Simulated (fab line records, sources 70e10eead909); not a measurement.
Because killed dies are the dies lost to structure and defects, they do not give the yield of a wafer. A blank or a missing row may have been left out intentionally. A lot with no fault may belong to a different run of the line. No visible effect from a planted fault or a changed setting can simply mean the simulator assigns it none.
Chamber matching + flow nandHarc + 4 sister chambers for NHARC_A_BONDPAD_STRIP_15 on rieDiel-13
The step strips in O2. 24 wafers are shown with their chamber, then 12 later ones without.

WAFERS WITH THEIR CHAMBER
| wafer  | chamber | drypumpMotorCurrentA (A) | oesProductAu (a.u.) | rfVppV (V) |
|--------|---------|--------------------------|---------------------|------------|
| L912.3 | 3       | 5.7                      | 1.017               | 59.9       |
| L912.4 | 1       | 6.2                      | 1.000               | 58.7       |
| L912.6 | 3       | 5.6                      | 1.021               | 58.4       |
| L915.2 | 2       | 5.5                      | 1.003               | 58.0       |
| L915.5 | 1       | 6.2                      | 1.001               | 58.5       |
| L915.6 | 2       | 5.5                      | 0.998               | 57.6       |
| L913.2 | 2       | 5.5                      | 1.012               | 58.7       |
| L913.5 | 2       | 5.5                      | 1.008               | 57.2       |
| L913.6 | 3       | 5.7                      | 1.027               | 59.7       |
| L918.1 | 0       | 5.7                      | 1.005               | 57.4       |
| L918.4 | 3       | 5.6                      | 1.032               | 57.7       |
| L918.6 | 3       | 5.6                      | 1.021               | 56.5       |
| L919.4 | 2       | 5.5                      | 0.998               | 58.8       |
| L919.5 | 3       | 5.7                      | 1.001               | 58.2       |
| L919.6 | 0       | 5.7                      | 1.011               | 58.6       |
| L923.1 | 3       | 5.6                      | 1.010               | 57.6       |
| L923.5 | 2       | 5.5                      | 0.990               | 57.0       |
| L923.6 | 3       | 5.7                      | 1.014               | 58.8       |
| L921.1 | 0       | 5.7                      | 1.004               | 57.1       |
| L921.2 | 2       | 5.5                      | 0.993               | 57.5       |
| L921.3 | 3       | 5.6                      | 0.998               | 58.8       |
| L920.2 | 0       | 5.7                      | 1.019               | 58.7       |
| L920.3 | 3       | 5.6                      | 1.008               | 57.9       |
| L920.5 | 1       | 6.2                      | 1.002               | 57.3       |

SIGNATURES (averages over the wafers above)
| reading              | chamber 0 | chamber 1 | chamber 2 | chamber 3 | scatter within a chamber |
|----------------------|-----------|-----------|-----------|-----------|--------------------------|
| drypumpMotorCurrentA | 5.700     | 6.200     | 5.500     | 5.640     | 0.0346                   |
| oesProductAu         | 1.00975   | 1.00100   | 1.00029   | 1.01490   | 0.00891                  |
| rfVppV               | 57.950    | 58.167    | 57.829    | 58.350    | 0.877                    |
Rule: a wafer's distance from a chamber is the root of the sum, over the readings, of the square of ((its reading less the chamber's mean) divided by the reading's scatter). The wafer belongs to the nearest chamber; if the next one is less than 2 further off, it can't be placed. The scatter: take each reading less its chamber's mean, square it, sum over the shown wafers, divide by the number of wafers less the number of chambers, and take the root.

WAFERS WHOSE CHAMBER IS MISSING
| wafer  | drypumpMotorCurrentA (A) | oesProductAu (a.u.) | rfVppV (V) |
|--------|--------------------------|---------------------|------------|
| L922.1 | 5.5                      | 1.002               | 58.4       |
| L922.4 | 5.7                      | 1.007               | 58.8       |
| L922.5 | 6.2                      | 1.018               | 58.2       |
| L925.3 | 5.5                      | 0.985               | 59.0       |
| L925.5 | 5.7                      | 1.016               | 57.2       |
| L925.6 | 6.2                      | 1.000               | 57.5       |
| L927.2 | 6.2                      | 1.002               | 59.1       |
| L927.3 | 5.7                      | 1.016               | 56.8       |
| L927.6 | 5.5                      | 0.997               | 57.5       |
| L929.1 | 6.2                      | 1.002               | 57.5       |
| L929.3 | 5.5                      | 0.992               | 56.7       |
| L929.4 | 5.7                      | 1.017               | 57.6       |

WHICH CHAMBER EACH ONE RAN IN
| wafer  | from the rows above     | in truth |
|--------|-------------------------|----------|
| L922.1 | 2                       | 2        |
| L922.4 | can't be placed: 0 or 3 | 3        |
| L922.5 | 1                       | 1        |
| L925.3 | 2                       | 2        |
| L925.5 | can't be placed: 0 or 3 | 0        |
| L925.6 | 1                       | 1        |
| L927.2 | 1                       | 1        |
| L927.3 | can't be placed: 0 or 3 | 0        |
| L927.6 | 2                       | 2        |
| L929.1 | 1                       | 1        |
| L929.3 | 2                       | 2        |
| L929.4 | can't be placed: 0 or 3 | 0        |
Correctly placed: 8 of 12. Can't be placed from these rows: 4 (the true chamber is among the candidates in 4). 0 placed wrongly.
